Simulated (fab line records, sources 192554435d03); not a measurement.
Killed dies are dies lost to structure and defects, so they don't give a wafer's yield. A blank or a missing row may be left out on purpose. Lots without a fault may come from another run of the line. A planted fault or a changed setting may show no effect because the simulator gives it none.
Which tool did it? | flow n5_finfet | 6 lots, 18 wafers sampled, at 3 steps of a route of 1938

WHAT THE GAUGES READ, wafer by wafer
N5_MIM_BOT_LITHO_OVL_MEAS_11.
lot  | measured     | on         | MIM_BOT_OVL (nm)
L862 | day 13 16:46 | overlay-02 | -1 -2 -7
L864 | day 14 15:53 | overlay-02 | -11 -7 -8
L871 | day 15 00:35 | overlay-02 | 1 -1 5
L875 | day 15 20:13 | overlay-01 | 7 4 6
L877 | day 17 00:56 | overlay-02 | 0 7 -2
L879 | day 17 16:08 | overlay-01 | -4 3 6

WHICH TOOL RAN EACH LOT (tool, then ch and the chambers of the sampled wafers, then the start)
lot  | N5_PMOS_HMC_CHANNEL_EPI_EPI_20 | N5_MIM_TOP_ETCH_PECVD_03
L862 | epi_rpcvd-01 ch 0, day 2 11:58 | pecvd-02 ch 0,1,2, day 13 16:22
L864 | epi_rpcvd-01 ch 0, day 3 00:34 | pecvd-01 ch 1,2, day 14 15:30
L871 | epi_rpcvd-01 ch 0, day 4 19:02 | pecvd-02 ch 0,1,2, day 15 00:11
L875 | epi_rpcvd-02 ch 0, day 5 18:13 | pecvd-01 ch 1,2, day 15 19:50
L877 | epi_rpcvd-02 ch 0, day 6 07:11 | pecvd-04 ch 0,2, day 17 00:24
L879 | epi_rpcvd-02 ch 0, day 6 18:50 | pecvd-01 ch 0,2, day 17 15:37
- N5_PMOS_HMC_CHANNEL_EPI_EPI_20: deposits SiGe30, target thk 59 nm.
- N5_MIM_TOP_ETCH_PECVD_03: deposits SiNx from SiH4/NH3/N2, target thk 20 nm, time 17.6 s.

THE ANSWER, worked out from the rows above alone
Rule: what is usual is taken from the lots themselves. Put in order of their means at a reading, lots are off if they are a third of the lots or fewer, leave a main group of 4 or more, and stand apart from it by a gap of 3 or more times the standard deviation of the main group's means; of several such gaps the widest counts. A main group whose means are all the same, to the digits that the tables above print for the reading, isn't used. A lot without any number at a reading at which 4 lots or more have one is off too. The other lots that the step has rows for count as sound.
No lot is off at any reading shown: from this, nothing can be told.

WHAT THE SIMULATOR HAD PUT IN
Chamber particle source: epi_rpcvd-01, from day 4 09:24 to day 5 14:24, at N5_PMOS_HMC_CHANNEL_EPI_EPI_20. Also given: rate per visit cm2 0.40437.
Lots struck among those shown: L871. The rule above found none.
